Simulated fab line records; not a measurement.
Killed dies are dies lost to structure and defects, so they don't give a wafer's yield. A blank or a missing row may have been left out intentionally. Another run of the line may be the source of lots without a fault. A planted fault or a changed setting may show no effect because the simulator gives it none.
Which tool did it? | flow nand-harc | 12 lots, 36 wafers sampled, at 6 steps of a route of 1159

## WHAT THE GAUGES READ, wafer by wafer
NHARC_A_M0_CD_MEAS_16.
lot  | measured     | on        | cd-nm (nm)
L390 | day 18 08:52 | cd-sem-01 | 79.8 80.3 80.0
L393 | day 18 09:01 | cd-sem-03 | 79.8 80.1 80.4
L392 | day 18 14:34 | cd-sem-02 | 79.6 78.7 80.0
L394 | day 18 14:59 | cd-sem-02 | 81.2 80.4 80.4
L397 | day 19 05:59 | cd-sem-01 | 80.6 80.1 80.2
L398 | day 19 09:57 | cd-sem-02 | 79.3 80.6 79.9
L400 | day 19 21:22 | cd-sem-03 | 79.1 79.7 79.2
L399 | day 19 23:49 | cd-sem-02 | 79.8 80.0 79.9
L411 | day 21 22:06 | cd-sem-03 | 78.7 78.9 78.9
L409 | day 22 17:10 | cd-sem-02 | 80.4 80.1 79.7
L412 | day 22 17:43 | cd-sem-01 | 80.4 79.4 79.4
L413 | day 24 04:37 | cd-sem-03 | 79.3 80.4 80.0

NHARC_A_M1_CD_MEAS_09 targets a cd of 120 nm.
lot  | measured     | on        | cd-nm (nm)
L390 | day 18 12:26 | cd-sem-01 | 120.2 119.7 120.3
L393 | day 18 12:42 | cd-sem-03 | 120.1 120.1 120.3
L392 | day 18 18:02 | cd-sem-01 | 120.0 119.7 120.1
L394 | day 18 18:31 | cd-sem-02 | 119.8 120.1 120.1
L397 | day 19 09:34 | cd-sem-03 | 120.3 120.7 120.0
L398 | day 19 13:41 | cd-sem-02 | 119.9 119.5 119.6
L400 | day 20 01:05 | cd-sem-01 | 120.1 120.1 120.7
L399 | day 20 03:35 | cd-sem-03 | 120.2 119.7 119.8
L411 | day 22 01:34 | cd-sem-03 | 120.3 120.1 120.2
L409 | day 22 20:44 | cd-sem-01 | 121.3 121.5 121.9
L412 | day 22 21:32 | cd-sem-01 | 119.5 119.4 119.8
L413 | day 24 08:11 | cd-sem-03 | 119.8 120.8 119.7

NHARC_A_M1_OVL_MEAS_10: pitch 240 nm.
lot  | measured     | on         | overlay-x-nm (nm) | overlay-y-nm (nm)
L390 | day 18 12:31 | overlay-01 | 0.8 0.8 0.9       | 2.2 2.1 1.9
L393 | day 18 12:47 | overlay-01 | -1.1 -1.3 -1.7    | -0.2 -0.1 -0.2
L392 | day 18 18:08 | overlay-02 | 0.6 0.4 0.1       | -1.5 -1.8 -1.6
L394 | day 18 18:35 | overlay-01 | -0.3 -0.1 -0.1    | 0.0 0.3 -0.2
L397 | day 19 09:40 | overlay-01 | -0.1 -0.8 -1.0    | -1.0 -1.1 -0.6
L398 | day 19 13:47 | overlay-02 | 1.9 1.3 1.3       | 0.3 0.1 0.8
L400 | day 20 01:10 | overlay-02 | 0.2 -0.5 0.1      | 0.5 0.9 0.9
L399 | day 20 03:41 | overlay-01 | -0.2 -0.9 -0.3    | 0.5 0.5 0.2
L411 | day 22 01:40 | overlay-01 | 1.3 0.8 1.3       | -0.1 0.2 0.2
L409 | day 22 20:49 | overlay-02 | -1.3 -0.7 -0.9    | -0.7 -0.5 -1.0
L412 | day 22 21:37 | overlay-01 | 0.8 0.6 0.5       | -1.6 -1.3 -1.8
L413 | day 24 08:17 | overlay-02 | -0.3 -0.1 -0.1    | 0.4 1.0 0.6

NHARC_END_SORT_01.
lot  | measured     | on        | defect-limited-yield (%) | killed-at-array | killed-at-other | killed-at-periphery | killed-dies | killed-open | killed-short | sort_bin_2_pct (%) | sort_bin_3_pct (%) | sort_bin_4_pct (%) | sort-n-pass | sort-rim-yield-pct (%) | sort-yield-pct (%)
L390 | day 20 03:16 | prober-01 | 97.0 98.1 97.5           | 18 12 15        | 0 0 1           | 2 1 1               | 20 13 17    | 4 3 4       | 1 0 1        | 1.2 0 0.7          | 0.30 0.15 0.15     | 1.5 1.8 1.6        | 657 664 660 | 100.0 98.1 100.0       | 97.0 98.1 97.5
L393 | day 20 11:05 | prober-01 | 96.0 97.3 95.9           | 26 16 25        | 0 1 2           | 1 1 1               | 27 18 28    | 1 3 1       | 4 2 4        | 0.4 1.3 1.6        | 0.30 0.30 0.30     | 3.2 1.0 2.2        | 650 659 649 | 97.2 98.1 98.1         | 96.0 97.3 95.9
L392 | day 20 18:53 | prober-02 | 92.2 93.1 95.0           | 43 35 28        | 1 0 0           | 9 12 6              | 53 47 34    | 5 4 1       | 2 3 3        | 2.2 2.4 1.3        | 0.30 0.44 0.30     | 5.3 4.1 3.4        | 624 630 643 | 95.3 96.2 100.0        | 92.2 93.1 95.0
L394 | day 20 11:06 | prober-02 | 95.9 97.2 95.7           | 23 14 29        | 1 1 0           | 4 4 0               | 28 19 29    | 2 4 3       | 2 2 2        | 1.5 0.7 1.5        | 0.15 0 0.15        | 2.5 2.1 2.7        | 649 658 648 | 98.1 98.1 98.1         | 95.9 97.2 95.7
L397 | day 21 01:51 | prober-02 | 94.7 93.8 93.8           | 31 37 35        | 0 0 4           | 5 5 3               | 36 42 42    | 4 6 3       | 4 0 4        | 1.2 2.1 2.5        | 0.30 0.44 0.30     | 3.8 3.7 3.4        | 641 635 635 | 95.3 94.3 96.2         | 94.7 93.8 93.8
L398 | day 21 03:46 | prober-01 | 96.6 95.9 96.6           | 17 26 22        | 0 0 0           | 6 2 1               | 23 28 23    | 2 2 2       | 2 1 4        | 1.2 1.5 1.2        | 0 0.30 0           | 2.2 2.4 2.2        | 654 649 654 | 100.0 99.1 99.1        | 96.6 95.9 96.6
L400 | day 21 14:31 | prober-01 | 97.5 97.2 97.5           | 13 10 12        | 0 2 0           | 4 7 5               | 17 19 17    | 3 2 4       | 1 3 2        | 1.2 1.2 0.7        | 0 0.15 0.15        | 1.3 1.5 1.6        | 660 658 660 | 100.0 99.1 99.1        | 97.5 97.2 97.5
L399 | day 21 17:23 | prober-02 | 94.5 95.1 94.8           | 34 27 30        | 0 2 0           | 3 4 5               | 37 33 35    | 3 4 6       | 2 3 3        | 1.3 1.3 1.5        | 0.74 0.15 0.30     | 3.4 3.4 3.4        | 640 644 642 | 98.1 97.2 98.1         | 94.5 95.1 94.8
L411 | day 23 18:14 | prober-01 | 95.9 95.4 96.3           | 24 28 22        | 0 2 0           | 4 1 3               | 28 31 25    | 2 4 1       | 1 2 1        | 2.1 0.9 1.2        | 0 0.15 0.30        | 2.1 3.5 2.2        | 649 646 652 | 99.1 98.1 100.0        | 95.9 95.4 96.3
L409 | day 24 12:14 | prober-02 | 94.5 92.8 92.5           | 36 47 45        | 0 0 1           | 1 2 5               | 37 49 51    | 3 4 5       | 3 2 2        | 2.4 1.9 3.2        | 0 0.30 0.15        | 3.1 5.0 4.1        | 640 628 626 | 97.2 96.2 100.0        | 94.5 92.8 92.5
L412 | day 24 09:02 | prober-01 | 97.6 97.9 98.2           | 14 13 11        | 0 1 0           | 2 0 1               | 16 14 12    | 4 0 2       | 0 2 2        | 0.3 0.1 0.6        | 0.15 0 0           | 1.9 1.9 1.2        | 661 663 665 | 99.1 100.0 99.1        | 97.6 97.9 98.2
L413 | day 25 21:08 | prober-02 | 97.5 96.5 95.6           | 17 24 28        | 0 0 0           | 0 0 2               | 17 24 30    | 4 2 7       | 0 3 2        | 1.0 1.5 2.4        | 0.15 0 0.30        | 1.3 2.1 1.8        | 660 653 647 | 96.2 94.3 97.2         | 97.5 96.5 95.6

## WHAT TOOL EACH LOT RAN ON (gives the tool, then ch and the chambers of the sampled wafers, and finally the start)
lot  | NHARC_A_M0_ETCH_15                            | NHARC_A_M1_EXPOSE_06
L390 | rie-diel-10 ch 0,1,3, day 18 08:52 or earlier | arfi-scanner-02 ch 0, day 18 12:17
L393 | rie-diel-08 ch 0,3, day 18 09:01 or earlier   | arfi-scanner-03 ch 0, day 18 12:34
L392 | rie-diel-08 ch 1,2, day 18 14:34 or earlier   | arfi-scanner-02 ch 0, day 18 17:54
L394 | rie-diel-10 ch 1,2,3, day 18 14:59 or earlier | arfi-scanner-02 ch 0, day 18 18:22
L397 | rie-diel-06 ch 0,1, day 19 05:59 or earlier   | arfi-scanner-02 ch 0, day 19 09:25
L398 | rie-diel-08 ch 0,2, day 19 09:57 or earlier   | arfi-scanner-03 ch 0, day 19 13:33
L400 | rie-diel-08 ch 1,2,3, day 19 21:22 or earlier | arfi-scanner-03 ch 0, day 20 00:56
L399 | rie-diel-08 ch 0,1,2, day 19 23:49 or earlier | arfi-scanner-02 ch 0, day 20 03:27
L411 | rie-diel-08 ch 0,1, day 21 22:06 or earlier   | arfi-scanner-02 ch 0, day 22 01:26
L409 | rie-diel-08 ch 0,3, day 22 17:10 or earlier   | arfi-scanner-01 ch 0, day 22 20:36
L412 | rie-diel-08 ch 0,1,2, day 22 17:43 or earlier | arfi-scanner-02 ch 0, day 22 21:23
L413 | rie-diel-06 ch 0,1,2, day 24 04:37 or earlier | arfi-scanner-02 ch 0, day 24 08:03
- NHARC_A_M0_ETCH_15: etches the open film in C4F8/Ar, target depth 150 nm, overetch 15 nm, time 82.5 s.
- NHARC_A_M1_EXPOSE_06: exposes mask A M1, target cd 120 nm.

## AS READ BY THE TOOLS THEMSELVES (means over the sampled wafers that have a number; for cases with no such wafer, the mark the record gives instead)
NHARC_A_M0_ETCH_15.
lot  | tool        | oes-product-au (a.u.) | rf-vpp-V (V)
L390 | rie-diel-10 | 0.953                 | 439.9
L393 | rie-diel-08 | 0.964                 | 439.6
L392 | rie-diel-08 | 0.922                 | 441.3
L394 | rie-diel-10 | 0.965                 | 439.9
L397 | rie-diel-06 | 0.966                 | 442.3
L398 | rie-diel-08 | 0.975                 | 439.5
L400 | rie-diel-08 | 0.967                 | 442.1
L399 | rie-diel-08 | 0.927                 | 440.8
L411 | rie-diel-08 | 0.984                 | 442.1
L409 | rie-diel-08 | 0.963                 | 439.0
L412 | rie-diel-08 | 0.969                 | 440.3
L413 | rie-diel-06 | 0.956                 | 441.5

NHARC_A_M1_EXPOSE_06.
lot  | tool            | exposure-dose-mJ-cm2
L390 | arfi-scanner-02 | 75.15
L393 | arfi-scanner-03 | 75.11
L392 | arfi-scanner-02 | 75.17
L394 | arfi-scanner-02 | 75.13
L397 | arfi-scanner-02 | 75.10
L398 | arfi-scanner-03 | 75.04
L400 | arfi-scanner-03 | 75.18
L399 | arfi-scanner-02 | 75.05
L411 | arfi-scanner-02 | 75.15
L409 | arfi-scanner-01 | 74.46
L412 | arfi-scanner-02 | 75.18
L413 | arfi-scanner-02 | 75.12

## THE ANSWER, worked out from the rows above alone
Rule: usual is defined by the lots themselves. Put in order of their means at a reading, lots are off if they are a third of the lots or fewer, leave a main group of 4 or more, and stand apart from it by a gap of 3 or more times the standard deviation of the main group's means; of several such gaps the widest counts. Not used: any main group whose means are identical at the precision the tables above print for the reading. Also off: a lot with no number at a reading for which 4 or more lots have one. The other lots that the step has rows for count as sound. First the gauges in route order, then the tools' own readings, where a lot's mean is used as printed above. At the first step where some lot is off, the reading lying furthest off is the one used; lots without a number count as furthest.
Off, at NHARC_A_M1_CD_MEAS_09 on cd-nm: L409. Main group: mean 120.0 nm, sd 0.23.
If a tool, at a process step before that reading, ran all the lots that are off and no sound lot after the first of them, it fits. The gauges at NHARC_A_M1_CD_MEAS_09 aren't tried: what is off there is off at NHARC_A_M1_EXPOSE_06 too, on other tools, and a gauge's error can't cause that. With no start given for some of its lots, NHARC_A_M0_ETCH_15 uses the hours and lot order of NHARC_A_M0_CD_MEAS_16. One fits: arfi-scanner-01 at NHARC_A_M1_EXPOSE_06. It ran no sound lot before its first lot that is off in this sample, so the start can't be narrowed down.
The tool's own readings at NHARC_A_M1_EXPOSE_06 bear it out: on the lots that are off they differ by more than 5 times the standard deviation of the sound lots' means. exposure-dose-mJ-cm2 reads 74.46 there against 75.13 on the sound lots.

## WHAT WAS PUT IN BY THE SIMULATOR
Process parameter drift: arfi-scanner-01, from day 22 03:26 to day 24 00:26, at NHARC_A_M1_EXPOSE_06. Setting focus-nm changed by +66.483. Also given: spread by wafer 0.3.
Struck lots among those shown: L409. This agrees with what the rule above found.
